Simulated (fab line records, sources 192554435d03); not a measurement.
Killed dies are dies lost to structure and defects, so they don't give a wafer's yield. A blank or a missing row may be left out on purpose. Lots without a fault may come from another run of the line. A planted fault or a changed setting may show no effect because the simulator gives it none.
fab line records | flow n5_finfet
record lots=8 wafers=24 last_day=21
route steps=1938 shown BEOL_M4@1111 BEOL_M6@1238 PASSIVATION@1936
lots that met no fault: from a run of the same line without faults
start_h: hours from the record's first day to the start of the lot's first wafer shown | wait_h: hours since the lot's step before | " the same as in the row above | L1.1+2: a row that stands for several wafers | - no value, or no start given | * or withheld: withheld | < > ~ a bound
route shown NAME@n: a module of which the file shows steps, and the number in the route of the first | usual: mean/standard deviation of fault-free wafers | same: alike in all rows | chamber/n: place in a boat | sites: the reading at each site | _std_site: their standard deviation | _edge_site: outer sites' mean less inner sites' | radius_mm: how far each site lies from the wafer's centre | mask NAME#n: copy n | behind: the tool/chamber that last shaped the wafer | hold: why the lot was held/for how many hours/how that ended | device: the transistor (n, p or np) that didn't switch | end of line: the same wafers' tests at the end of the route | a step without rows: its recipe alone | killed: dies lost to structure and defects at the first sort, not the wafer's yield | map: a wafer's dies, x killed, . not, _ none there
set.NAME: the setting as run; set.NAME@STEP: as run at that earlier step | model.NAME: the simulator's own value behind a step, which no gauge read
steps of the route over a sample of lots; a table a step, a row a wafer
services: from which hour (start_h, from the record's first day; less than 0 if before it) a tool's chamber was out of use, for how many hours, and why
## steps
# step N5_BEOL_M4_RC_MEAS_101
# usual DIBL_N=37.1/2.6 DIBL_P=38/3 IOFF_N=0.18/0.052 IOFF_P=0.25/0.06 ION_N=678/15 ION_P=467/8.6 SS_N=71.7/0.73 SS_P=73.7/0.89 VT_N=249/4.3 VT_P=-248/3.8
# columns lot.wafer tool chamber start_h wait_h DIBL_N[mV/V] DIBL_P[mV/V] IOFF_N[nA/um] IOFF_P[nA/um] ION_N[uA/um] ION_P[uA/um] SS_N[mV/dec] SS_P[mV/dec] VT_N[mV] VT_P[mV]
L434.1 prober-02 0 228.07 0.0 34.6 36 0.13 0.18 657 448 70.1 72.9 253 -255
L434.3 " 0 " " 40.1 42 0.26 0.29 688 468 72.2 74.8 242 -245
L434.6 " 0 " " 36.5 38 0.17 0.22 667 459 72.0 72.7 249 -251
L439.2 prober-01 0 265.67 0.2 34.9 35 0.13 0.22 659 466 70.7 73.4 253 -248
L439.3 " 0 " " 38.1 40 0.20 0.34 688 477 71.9 74.2 247 -244
L439.5 " 0 " " 35.8 36 0.15 0.23 673 465 71.4 73.5 250 -249
L438.2 prober-02 0 273.11 0.2 34.7 34 0.13 0.22 659 464 71.6 73.4 251 -247
L438.3 " 0 " " 33.9 33 0.12 0.19 661 461 71.3 72.3 253 -251
L438.4 " 0 " " 34.8 35 0.13 0.23 674 475 71.1 72.6 255 -246
L441.2 prober-02 0 285.15 0.2 40.1 41 0.23 0.33 688 477 71.7 74.0 246 -242
L441.5 " 0 " " 41.5 40 0.26 0.32 700 475 73.2 74.5 243 -243
L441.6 " 0 " " 40.5 39 0.26 0.30 686 470 71.8 74.3 242 -246
L447.3 prober-02 0 316.35 0.3 38.4 40 0.22 0.28 711 479 72.2 73.7 246 -248
L447.5 " 0 " " 38.2 39 0.21 0.25 687 465 71.8 73.8 247 -250
L447.6 " 0 " " 38.4 41 0.22 0.30 685 471 72.6 74.4 246 -246
L449.2 prober-01 0 342.59 0.2 38.9 39 0.21 0.29 685 470 72.4 73.9 247 -243
L449.4 " 0 " " 38.1 40 0.19 0.34 683 478 72.1 73.0 246 -242
L449.5 " 0 " " 40.2 41 0.25 0.35 692 478 72.4 74.0 243 -241
L456.1 prober-02 0 375.35 0.0 39.7 42 0.26 0.32 694 474 72.8 75.2 241 -245
L456.2 " 0 " " 40.2 42 0.25 0.33 682 475 72.6 74.5 246 -245
L456.4 " 0 " " 38.0 39 0.22 0.26 681 466 72.4 74.2 245 -246
L454.2 prober-01 0 402.72 0.2 43.7 45 0.34 0.39 692 472 73.6 75.9 243 -243
L454.3 " 0 " " 38.2 38 0.18 0.24 696 478 71.0 73.4 249 -248
L454.5 " 0 " " 37.7 37 0.17 0.23 677 467 71.5 74.3 250 -248
# step N5_BEOL_M6_STRIP_36
# recipe chemistry=N2/H2 power_w=450 temp_c=40 pressure_mtorr=20 rf_frequency_hz=6e+07 overash_fraction=0.3 bias_power_w=7 h2_frac=0.5 n2_flow_sccm=200 h2_flow_sccm=200
# usual drypump_motor_current_A=5.7/0.56 oes_product_au=0.80/0.076 power_w=450.0/1.3 rf_vpp_V=59.0/1.4 showerhead_plenum_p_Torr=2.53/0.066 throttle_valve_pct=23.33/0.3
# columns lot.wafer tool chamber start_h wait_h drypump_motor_current_A oes_product_au power_w rf_hours_counter_h rf_vpp_V showerhead_plenum_p_Torr throttle_valve_pct
L434.1 rie_diel-05 3 249.50 0.0 5.3 0.91 448.0 37 57.6 2.48 23.48
L434.3 " 1 " " 6.4 0.85 449.0 55 57.8 2.48 23.22
L434.6 " 3 " " 5.3 0.90 448.0 - 58.7 2.48 23.47
L439.2 rie_diel-05 0 282.72 0.0 5.3 0.78 449.3 134 58.9 2.54 23.29
L439.3 " 3 " " 5.3 0.88 450.9 51 59.0 2.47 23.48
L439.5 " 2 " " 5.4 0.74 450.5 - 59.2 2.52 23.18
L438.2 rie_diel-05 0 293.54 0.0 5.3 0.76 450.8 137 58.7 2.54 23.30
L438.3 " 3 " " 5.3 0.87 449.2 54 59.7 2.47 23.49
L438.4 " 1 " " 6.4 0.82 452.3 70 60.3 2.47 23.27
L441.2 rie_diel-05 3 305.04 0.0 5.3 0.87 450.9 57 57.2 2.47 23.48
L441.5 " 0 " " 5.3 0.78 451.6 - 57.5 2.54 23.31
L441.6 " 3 " " 5.3 0.86 451.0 - 59.9 2.47 23.48
L447.3 rie_diel-05 0 335.04 0.0 5.3 0.75 451.6 152 58.2 2.53 23.32
L447.5 " 0 " " 5.3 0.76 448.7 - 59.1 2.53 23.33
L447.6 " 1 " " 6.4 0.81 450.6 - 57.4 2.47 23.27
L449.2 rie_diel-05 3 363.01 0.0 5.3 0.84 451.2 78 57.5 2.46 23.52
L449.4 " 2 " " 5.4 0.71 448.4 199 57.3 2.51 23.23
L449.5 " 1 " " 6.5 0.79 448.2 - 58.7 2.46 23.27
L456.1 rie_diel-04 1 392.09 0.0 6.4 0.78 451.7 111 59.6 2.57 23.88
L456.2 " 0 " " 5.8 0.86 450.2 46 58.5 2.45 22.89
L456.4 " 2 " " 4.9 0.69 447.2 218 58.0 2.52 23.27
L454.2 rie_diel-01 2 421.10 0.0 5.2 0.81 449.8 63 61.0 2.68 23.01
L454.3 " 3 " " 5.6 0.76 450.5 149 58.9 2.45 23.31
L454.5 " 3 " " 5.6 0.75 450.8 - 56.6 2.45 23.32
# step N5_BEOL_M6_DEGAS_44
# recipe ambient=vacuum temp_c=250 time_s=60
# usual heater_power_w=327/33
# columns lot.wafer tool chamber start_h wait_h heater_power_w
L434.1 pvd_sputter-03 - 250.74 0.7 291
L434.3 " - " " 300
L434.6 " - " " 321
L439.2 pvd_sputter-03 - 283.77 0.5 314
L439.3 " - " " 299
L439.5 " - " " 327
L438.2 pvd_sputter-03 - 294.75 0.6 316
L438.3 " - " " 301
L438.4 " - " " 310
L441.2 pvd_sputter-02 - 305.82 0.3 407
L441.5 " - " " 312
L441.6 " - " " 317
L447.3 pvd_sputter-02 - 335.76 0.2 312
L447.5 " - " " 308
L447.6 " - " " 384
L449.2 pvd_sputter-03 - 363.75 0.3 318
L449.4 " - " " 289
L449.5 " - " " 323
L456.1 pvd_sputter-03 - 393.13 0.6 293
L456.2 " - " " 334
L456.4 " - " " 296
L454.2 pvd_sputter-03 - 421.81 0.2 323
L454.3 " - " " 294
L454.5 " - " " 316
# step N5_BEOL_M6_SURFACE_TREAT_79
# recipe gas=Ar time_s=* ion_energy_ev=* ion_current_ma_cm2=0.5 pressure_mtorr=* ar_flow_sccm=30
# usual throttle_valve_pct=*
# columns lot.wafer tool chamber start_h wait_h throttle_valve_pct
L434.1 pvd_sputter-01 - 251.12 0.2 *
L434.3 " - " " *
L434.6 " - " " *
L439.2 pvd_sputter-02 - 284.44 0.3 *
L439.3 " - " " *
L439.5 " - " " *
L438.2 pvd_sputter-03 - 295.23 0.2 *
L438.3 " - " " *
L438.4 " - " " *
L441.2 pvd_sputter-02 - 306.26 0.2 *
L441.5 " - " " *
L441.6 " - " " *
L447.3 pvd_sputter-01 - 336.32 0.3 *
L447.5 " - " " *
L447.6 " - " " *
L449.2 pvd_sputter-03 - 364.33 0.2 *
L449.4 " - " " *
L449.5 " - " " *
L456.1 pvd_sputter-03 - 393.87 0.3 *
L456.2 " - " " *
L456.4 " - " " *
L454.2 pvd_sputter-01 - 423.90 1.9 *
L454.3 " - " " *
L454.5 " - " " *
# step N5_BEOL_M6_CMP_52
# recipe stop_on=SiCOH_lowk t_overpolish_s=6.9 down_force_psi=1 platen_rpm=50 clearing_platen_down_force_psi=1.5 clearing_platen_rpm=50 post_cmp_clean=cu_alkaline target_thk_nm=80 clearing_platen_pad_velocity_m_s=0.99484 pad_velocity_m_s=0.99484
# usual barrier_field_endpoint_s=29.6/0.96 clearing_platen_rpm=50.001/0.027 motor_current_A=6.0/0.58 overpolish_run_s=6.901/0.0091 time_to_endpoint_s=65/4.6
# columns lot.wafer tool chamber start_h wait_h barrier_field_endpoint_s clearing_platen_rpm motor_current_A overpolish_run_s time_to_endpoint_s
L434.3 cmp-02 1 252.71 0.3 27.9 50.029 6.7 6.919 62
L434.1 " 0 " " 29.0 50.012 6.6 6.910 65
L434.6 " 1 " " 29.0 49.987 7.1 6.908 62
L439.2 cmp-03 0 286.95 0.3 30.7 50.034 6.0 6.884 68
L439.3 " 1 " " 30.3 50.023 5.6 6.894 67
L439.5 " 2 " " 30.7 49.998 5.1 6.880 70
L438.2 cmp-03 2 296.46 0.2 30.5 49.937 5.3 6.888 69
L438.4 " 3 " " 30.7 50.003 6.0 6.918 68
L438.3 " 1 " " 29.5 50.023 5.5 6.907 64
L441.2 cmp-03 2 307.62 0.2 30.8 50.020 5.3 6.906 73
L441.5 " 1 " " 30.8 49.970 5.4 6.897 72
L441.6 " 2 " " 31.3 49.979 4.9 6.913 74
L447.3 cmp-01 3 338.76 0.3 31.0 49.973 6.9 6.909 64
L447.6 " 0 " " 30.4 49.985 6.4 6.902 66
L447.5 " 1 " " 29.0 49.985 6.8 6.888 58
L449.4 cmp-03 0 365.52 0.1 29.4 50.036 6.1 6.899 67
L449.2 " 2 " " 47.0 50.005 5.1 0.041 81
L449.5 " 0 " " 30.6 49.994 5.8 6.883 68
L456.1 cmp-02 1 394.72 0.3 29.6 49.999 6.9 6.901 64
L456.2 " 2 " " 29.3 50.002 6.6 6.891 63
L456.4 " 0 " " 29.7 50.026 6.4 6.922 69
L454.2 cmp-03 2 424.87 0.2 30.0 49.996 4.9 6.892 69
L454.3 " 0 " " 29.5 50.038 5.9 6.898 70
L454.5 " 1 " " 28.2 49.988 5.3 6.901 65
# step N5_BEOL_M6_THK_MEAS_53
# recipe thk_meas_gauge=xrf reads=Cu_of_BEOL_M6_ECD_50
# usual M6_THK=81.5/2.2
# columns lot.wafer tool chamber start_h wait_h M6_THK[nm]
L434.1 film_metro-02 - 253.00 - 80.2
L434.3 " - " " 78.8
L434.6 " - " " 81.6
L439.2 film_metro-01 - 287.17 - 83.9
L439.3 " - " " 82.7
L439.5 " - " " 84.9
L438.2 film_metro-01 - 296.76 - 81.4
L438.3 " - " " 80.6
L438.4 " - " " 81.2
L441.2 film_metro-02 - 307.88 - 82.1
L441.5 " - " " 81.2
L441.6 " - " " 82.6
L447.3 film_metro-02 - 338.94 - 78.9
L447.5 " - " " 76.9
L447.6 " - " " 77.6
L449.2 film_metro-02 - 365.81 - 188.1
L449.4 " - " " 84.5
L449.5 " - " " 80.7
L456.1 film_metro-02 - 395.03 0.3 82.7
L456.2 " - " " 79.6
L456.4 " - " " 77.7
L454.2 film_metro-01 - 425.12 - 83.9
L454.3 " - " " 81.4
L454.5 " - " " 80.1
# step N5_BEOL_M6_INSPECT_58
# recipe inspect_instrument=darkfield mode=post_dep
# usual raw_defect_count=75/25
# columns lot.wafer tool chamber start_h wait_h raw_defect_count
L434.1 defect_inspect-01 - 253.16 0.0 95
L434.3 " - " " 83
L434.6 " - " " 81
L439.2 defect_inspect-02 - 287.32 0.0 86
L439.3 " - " " 133
L439.5 " - " " 51
L438.2 defect_inspect-02 - 296.91 0.0 76
L438.3 " - " " 90
L438.4 " - " " 59
L441.2 defect_inspect-02 - 308.03 0.0 52
L441.5 " - " " 52
L441.6 " - " " 68
L447.3 defect_inspect-02 - 339.10 0.0 99
L447.5 " - " " 59
L447.6 " - " " 133
L449.2 defect_inspect-02 - 365.97 0.0 1311
L449.4 " - " " 102
L449.5 " - " " 149
L456.1 defect_inspect-01 - 395.19 0.0 72
L456.2 " - " " 69
L456.4 " - " " 62
L454.2 defect_inspect-02 - 425.28 0.0 83
L454.3 " - " " 159
L454.5 " - " " 87
# step N5_PASSIVATION_PROBE_49
# usual defect_limited_yield=91.4/1.4 killed_at_M0_to_M3=34/9.1 killed_at_M4_up=14/5.2 killed_at_contacts=12/6.4 killed_at_front_end=38/11 killed_at_other=3.7/2.8 killed_dies=102/17 killed_on_rim=14/3.9 killed_open=68/13 killed_short=32/7.8 sort_bin_4_leakage=0.05/0.3 sort_bin_5_function=5.1/1 sort_bin_6_memory=3.2/0.66 sort_n_pass=1076/19 sort_yield_pct=91.2/1.6
# same gross_dies=1180 killed_at_back_side=0 sort_bin_8_speed[%]=0
# columns lot.wafer tool chamber start_h wait_h defect_limited_yield[%] killed_at_M0_to_M3 killed_at_M4_up killed_at_contacts killed_at_front_end killed_at_other killed_dies killed_on_rim killed_open killed_short sort_bin_4_leakage[%] sort_bin_5_function[%] sort_bin_6_memory[%] sort_n_pass sort_yield_pct[%]
L439.2 prober-02 - 363.47 0.1 89.2 40 14 19 45 9 127 18 87 39 0 5.9 4.3 1053 89.2
L439.3 prober-02 - 363.52 0.1 91.5 31 8 19 39 3 100 16 71 29 0 5.3 2.7 1080 91.5
L439.5 prober-02 - 363.62 0.2 89.8 45 13 16 44 2 120 13 87 33 0 6.3 3.6 1060 89.8
L441.2 prober-02 - 392.30 0.1 87.8 33 24 40 43 4 144 25 102 42 0 8.3 3.6 1036 87.8
L441.5 prober-02 - 392.45 0.2 91.6 42 11 10 32 4 99 16 67 28 0 4.8 3.1 1081 91.6
L441.6 prober-02 - 392.50 0.3 91.5 19 22 20 37 2 100 11 70 30 0 5.8 2.6 1080 91.5
L449.2 prober-01 - 449.17 0.1 0 28 1107 21 23 1 1180 152 67 22 0 4.7 2.7 0 0
L449.4 prober-01 - 449.27 0.2 92.1 37 18 5 32 1 93 13 65 28 0 4.7 2.9 1087 92.1
L449.5 prober-01 - 449.32 0.2 91.1 47 14 23 21 0 105 15 65 39 0 5.6 3.1 1075 91.1
# killed by level:class
L439.2 MOL_CONTACT_COAG:geometric_particle:open=14 BEOL_M3:geometric_particle:open=13 DUMMY_GATE:geometric_particle:open=12 FIN_SAQP:geometric_particle:short=8 FIN_SAQP:geometric_particle:open=7 BEOL_M0_SAQP:geometric_particle:open=6 BEOL_M2:geometric_particle:open=6 BEOL_M0_SAQP:geometric_particle:short=5
L439.3 MOL_CONTACT_COAG:geometric_particle:open=16 FIN_SAQP:geometric_particle:short=10 BEOL_M2:geometric_particle:open=8 FIN_SAQP:geometric_particle:open=7 DUMMY_GATE:geometric_particle:open=6 BEOL_M0_SAQP:geometric_particle:open=6 BEOL_M1:geometric_particle:open=5 BEOL_M4:geometric_particle:open=4
L439.5 FIN_SAQP:geometric_particle:open=16 MOL_CONTACT_COAG:geometric_particle:open=11 BEOL_M2:geometric_particle:open=11 BEOL_M0:geometric_particle:open=10 DUMMY_GATE:geometric_particle:open=7 BEOL_M3:geometric_particle:open=7 BEOL_M0_SAQP:geometric_particle:open=6 BEOL_M0_SAQP:geometric_particle:short=6
L441.2 MOL_CONTACT_COAG:geometric_particle:open=34 FIN_SAQP:geometric_particle:open=15 BEOL_M4:geometric_particle:open=14 BEOL_M0_SAQP:geometric_particle:open=8 GATE_CUT:geometric_particle:short=7 BEOL_M3:geometric_particle:open=7 FIN_SAQP:geometric_particle:short=6 BEOL_M0_SAQP:geometric_particle:short=6
L441.5 BEOL_M2:geometric_particle:open=13 BEOL_M3:geometric_particle:open=11 MOL_CONTACT_COAG:geometric_particle:open=8 DUMMY_GATE:geometric_particle:open=7 BEOL_M0_SAQP:geometric_particle:short=6 BEOL_M4:geometric_particle:open=5 GATE_CUT:geometric_particle:short=4 BEOL_M0_SAQP:geometric_particle:open=4
L441.6 FIN_SAQP:geometric_particle:open=17 MOL_CONTACT_COAG:geometric_particle:open=14 BEOL_M4:geometric_particle:open=10 MOL_CONTACT_COAG:geometric_particle:short=6 BEOL_M3:geometric_particle:open=6 GATE_CUT:geometric_particle:short=4 FIN_SAQP:geometric_particle:short=3 DUMMY_GATE:geometric_particle:open=3
L449.2 BEOL_M6:area_cmp=1090 MOL_CONTACT_COAG:geometric_particle:open=16 BEOL_M2:geometric_particle:open=13 STI_FIN_REVEAL:geometric_particle:open=6 BEOL_M4:geometric_particle:open=6 MOL_CONTACT_COAG:geometric_particle:short=5 FIN_SAQP:geometric_particle:short=4 GATE_CUT:geometric_particle:open=4
L449.4 BEOL_M0_SAQP:geometric_particle:open=13 BEOL_M0_SAQP:geometric_particle:short=9 BEOL_M2:geometric_particle:open=8 FIN_SAQP:geometric_particle:open=7 BEOL_M5:geometric_particle:open=7 GATE_CUT:geometric_particle:short=6 DUMMY_GATE:geometric_particle:open=5 MOL_CONTACT_COAG:geometric_particle:open=4
L449.5 MOL_CONTACT_COAG:geometric_particle:open=17 BEOL_M0_SAQP:geometric_particle:short=12 BEOL_M0_SAQP:geometric_particle:open=8 MOL_CONTACT_COAG:geometric_particle:short=6 BEOL_M1:geometric_particle:open=6 BEOL_M2:geometric_particle:short=6 BEOL_M2:geometric_particle:open=5 GATE_CUT:geometric_particle:short=4
## services
# columns tool chamber start_h hours kind
rie_diel-01 3 226.33 4.3 repair
cmp-02 - 227.89 4.8 pm
cmp-01 - 228.36 0.2 repair
rie_diel-05 1 232.14 1.4 repair
rie_diel-01 2 238.47 - clean
rie_diel-01 2 238.47 - consumable_replace:focus_ring
rie_diel-01 2 238.47 - consumable_replace:showerhead
cmp-01 - 251.22 4.1 repair
cmp-02 - 278.14 6.8 pm
cmp-03 - 278.64 4.0 pm
cmp-03 - 282.64 - consumable_replace:conditioner
cmp-03 - 282.64 - consumable_replace:pad
cmp-01 - 286.09 2.0 repair
cmp-02 - 316.58 2.1 repair
cmp-01 - 351.23 0.9 repair
cmp-03 - 353.81 6.1 pm
rie_diel-04 2 364.60 12.6 repair
cmp-01 - 385.15 1.7 repair
cmp-01 - 392.53 4.0 pm
rie_diel-01 3 395.29 4.1 repair
rie_diel-05 0 417.32 6.0 repair
pvd_sputter-03 - 423.06 8.9 repair
cmp-01 - 423.18 0.5 repair
cmp-02 - 424.48 1.6 repair
## key
first_sign step=N5_BEOL_M6_CMP_52 reading=overpolish_run_s direction=down sigmas=99+ usual=6.901 struck=0.041
effect step=N5_BEOL_M6_CMP_52 reading=barrier_field_endpoint_s direction=up sigmas=18 usual=29.6 struck=47.0
effect step=N5_BEOL_M6_THK_MEAS_53 reading=M6_THK direction=up sigmas=48 usual=81.5 struck=188.1
effect step=N5_BEOL_M6_INSPECT_58 reading=raw_defect_count direction=up sigmas=50 usual=75 struck=1311
effect step=N5_PASSIVATION_PROBE_49 reading=killed_at_M4_up direction=up sigmas=99+ usual=14 struck=1107
more_kills_born_at N5_BEOL_M6_CMP_52@cmp-03=1090
met_at N5_BEOL_M6_CMP_52
struck_lots L449
struck_wafers L449.2
later_rows_left_out L449.2
not_acting_at N5_BEOL_M6_STRIP_36,N5_BEOL_M6_DEGAS_44,N5_BEOL_M6_SURFACE_TREAT_79
onset_between 307.62 365.52
fault kind=process_parameter_drift tool=cmp-03 chamber=2 onset_h=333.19 steps=N5_BEOL_M6_CMP_52 channel=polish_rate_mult offset=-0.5 shape=step end_h=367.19
# later_rows_left_out: the simulator's readings of these wafers behind a module that went badly wrong aren't trusted and aren't shown, but for the sort
